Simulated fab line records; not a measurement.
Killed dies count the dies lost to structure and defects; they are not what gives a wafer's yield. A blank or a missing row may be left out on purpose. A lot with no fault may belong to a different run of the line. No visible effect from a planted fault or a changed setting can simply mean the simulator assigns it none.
2 desks looking at one fault ; flow nand harc ; each desk holds nothing but its own numbers, with what lay behind them at the end

== AT THE METROLOGY DESK ==
What the gauges read for every lot (on any tool): the sampled wafers with a number, averaged. Any lot whose mean is over 4 standard deviations away from the usual mean is out of limits and marked OUT; that distance is given in the brackets.
Columns: A = cd nm at NHARC_P_ZERO_WELL_CD_MEAS_11, usual 499.6 nm; B = cd nm at NHARC_P_STI_CD_MEAS_09, usual 199.9 nm
lot;first seen here;A;B
L793;day 1 21:19;502.1;198.5
L794;day 2 07:13;498.9;199.2
L795;day 2 17:07;497.8;199.4
L796;day 3 03:07;500.8;199.1
L797;day 3 13:15;500.1;201.5
L798;day 3 23:15;499.9;203.5
L799;day 4 09:14;499.3;201.1
L802;day 5 15:07;501.1;197.2
L809;day 8 13:14;523.0 (+12) OUT;197.1
L811;day 9 09:14;520.2 (+10) OUT;200.2
L815;day 11 01:07;500.6;201.2
This desk's finding: out of limits on L809, L811; first on L809, day 8 13:14 (cd nm at NHARC_P_ZERO_WELL_CD_MEAS_11). In limits: L793, L794, L795, L796, L797, L798, L799, L802, L815.

== AT THE TOOL OWNER'S DESK: litho track-05 ==
The tool's own readings at NHARC_P_ZERO_WELL_PEB_09 (peb time 80 s): means of the sampled wafers that have a number, for each lot that ran on this tool. Any lot whose mean is over 4 standard deviations away from the usual mean is out of limits and marked OUT; that distance is given in the brackets.
Columns: A = heater power total W at NHARC_P_ZERO_WELL_PEB_09, usual 189.7 W; B = plate temp C at NHARC_P_ZERO_WELL_PEB_09, usual 127.98 C
lot;first seen here;A;B
L794;day 2 07:07;189.3;127.84
L795;day 2 17:02;190.4;128.03
L796;day 3 03:02;189.5;128.03
L798;day 3 23:10;189.8;127.96
L802;day 5 15:02;189.2;127.94
L809;day 8 13:09;198.5 (+11) OUT;132.37 (+37) OUT
L811;day 9 09:09;198.9 (+12) OUT;132.64 (+39) OUT
This desk's finding: out of limits on L809, L811; first on L809, day 8 13:09 (heater power total W at NHARC_P_ZERO_WELL_PEB_09). In limits: L794, L795, L796, L798, L802.

== TAKEN TOGETHER ==
The tool owner's desk could have raised an alarm at day 8 13:09, on L809, L811.
An alarm was possible from the metrology desk at day 8 13:14, on L809, L811.
Every lot named ran NHARC_P_ZERO_WELL_PEB_09 on litho track-05.

== WHAT THE SIMULATOR HAD INSERTED ==
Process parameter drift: litho track-05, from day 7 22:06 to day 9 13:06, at NHARC_P_ZERO_WELL_PEB_09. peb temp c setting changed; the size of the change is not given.
Lots struck among those shown: L809, L811.
Fault start to first reading out of limits, in hours, per desk: tool owner, 15; metrology, 15.
